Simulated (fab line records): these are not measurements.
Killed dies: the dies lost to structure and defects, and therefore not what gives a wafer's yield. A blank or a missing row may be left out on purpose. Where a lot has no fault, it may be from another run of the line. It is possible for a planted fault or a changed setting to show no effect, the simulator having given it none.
Comparing a struck lot with a sound one ; flow nand_harc ; 18 steps out of a route of 1302
Sound: the wafers L233.1, L233.2, L233.5. Struck: wafer L243.2 (L243.4, L243.5, from the same lot, were not struck and are left out); the cause is given at the end.
For every step that has rows: the tool of each side, followed by ch and its chambers, followed by its first start. Under that, the readings that differ: sound wafers ; struck wafers ; difference of the means ; sigmas: that difference in standard deviations of wafers without a fault.
alike: a reading whose means differ by less than 2 such deviations, as well as words and numbers matching on both sides. not compared: withheld readings; readings where some wafer has no value; bounds like >300 that might hide an equal value; numbers whose values overlap and for which the record gives no deviation.
The two part at a step that has a row with sigmas, a row that says differs or no value, or rows on one side only. Numbers that don't overlap but have no deviation are shown without sigmas and don't part them. A reading missing from all wafers of one side parts the sides only when that side holds two or more wafers.

first, 1 step without rows for these wafers: NHARC_P_BONDPAD_ETCH_37 (etches the open film in N2/H2, target depth 60 nm, overetch 18 nm, time 65.91 s).
NHARC_P_BONDPAD_ETCH_12: etches the open film in CHF3/O2, target depth 200 nm, time 100 s.
  sound on rie_diel-12 ch 1,3; struck on rie_diel-12 ch 3
reading;sound;struck;difference;sigmas
chamber_pressure_mTorr (mTorr);25.014 25.006 25.002;25.057;+0.050;+2
throttle_valve_pct (%);20.562 20.570 20.548;20.582;+0.022;+2
  alike: drypump_motor_current_A, oes_product_au, rf_vpp_V, showerhead_plenum_p_Torr
  not compared: rf_hours_counter_h
NHARC_P_BONDPAD_CD_MEAS_13:
  sound: cd_sem-02 at day 6 19:21; struck: cd_sem-02 at day 10 15:05
  alike: cd_nm
then, 5 steps without rows for these wafers: NHARC_P_BONDPAD_STRIP_15 (strips in O2); NHARC_P_BONDPAD_ETCH_24 (etches the open film in CF4/N2, target depth 30 nm, time 72.99 s); NHARC_P_BONDPAD_STRIP_16 (strips in post etch residue remover, time 600 s); NHARC_P_BONDPAD_DEGAS_25 (time 60 s); NHARC_P_BONDPAD_PRE_CLEAN_26 (time 30 s).
NHARC_P_BONDPAD_PVD_17: deposits TaN, target thk 5 nm, time 8.06 s.
  sound on pvd_sputter-01; struck on pvd_sputter-02
  alike: throttle_valve_pct
NHARC_P_BONDPAD_PVD_27: deposits Cu, target thk 30 nm, time 20.49 s.
  sound on pvd_sputter-01; struck on pvd_sputter-02
  alike: throttle_valve_pct
then, 1 step without rows for these wafers: NHARC_P_BONDPAD_ECD_18 (material Cu, target thk 400 nm).
NHARC_P_BONDPAD_ANNEAL_28: time 90 s.
  sound on rtp_anneal-01 ch 0, day 6 20:43; struck on rtp_anneal-02 ch 0, day 10 16:30
  alike: wafer_temp_C_max
NHARC_P_BONDPAD_CMP_19: polishes, t overpolish 30 s, cu recess touch 16 s, target thk 160.81 nm.
  sound on cmp-01 ch 0,2,3, day 6 21:07; struck on cmp-01 ch 1, day 10 16:49
  alike: motor_current_A, overpolish_run_s
NHARC_P_BONDPAD_THK_MEAS_20: measures by xrf.
  sound: film_metro-01 at day 6 21:22; struck: film_metro-02 at day 10 17:07
  alike: thk_nm
then, 1 step without rows for these wafers: NHARC_P_BONDPAD_SRD_21 (time 30 s, dry time 20 s).
NHARC_P_BONDPAD_INSPECT_23:
  sound: defect_inspect-02 at day 6 21:35; struck: defect_inspect-02 at day 10 17:19
reading;sound;struck;difference;sigmas
raw_defect_count;459 379 343;869;+475;+4
NHARC_P_BONDPAD_ACTIVATE_29: chemistry N2, time 60 s.
  sound on rie_diel-10 ch 0,2,3, day 6 21:40; struck on rie_diel-12 ch 2, day 10 17:23
  alike: drypump_motor_current_A, oes_product_au, rf_vpp_V, showerhead_plenum_p_Torr
  not compared: rf_hours_counter_h
-- record jumps: 19 days between struck wafers' starts before vs after; left off in module P_BONDPAD, resumes in module END, first step shown is number 1302 of the route --
NHARC_END_SORT_01:
  at this point the record logs the struck wafers (prober-02 ch 0, day 29 05:50) and has no rows for the sound ones

== WHERE THEY PART ==
At NHARC_P_BONDPAD_ETCH_12 first; at NHARC_END_SORT_01 last (within this record only).

WHY: what had been put in by the simulator
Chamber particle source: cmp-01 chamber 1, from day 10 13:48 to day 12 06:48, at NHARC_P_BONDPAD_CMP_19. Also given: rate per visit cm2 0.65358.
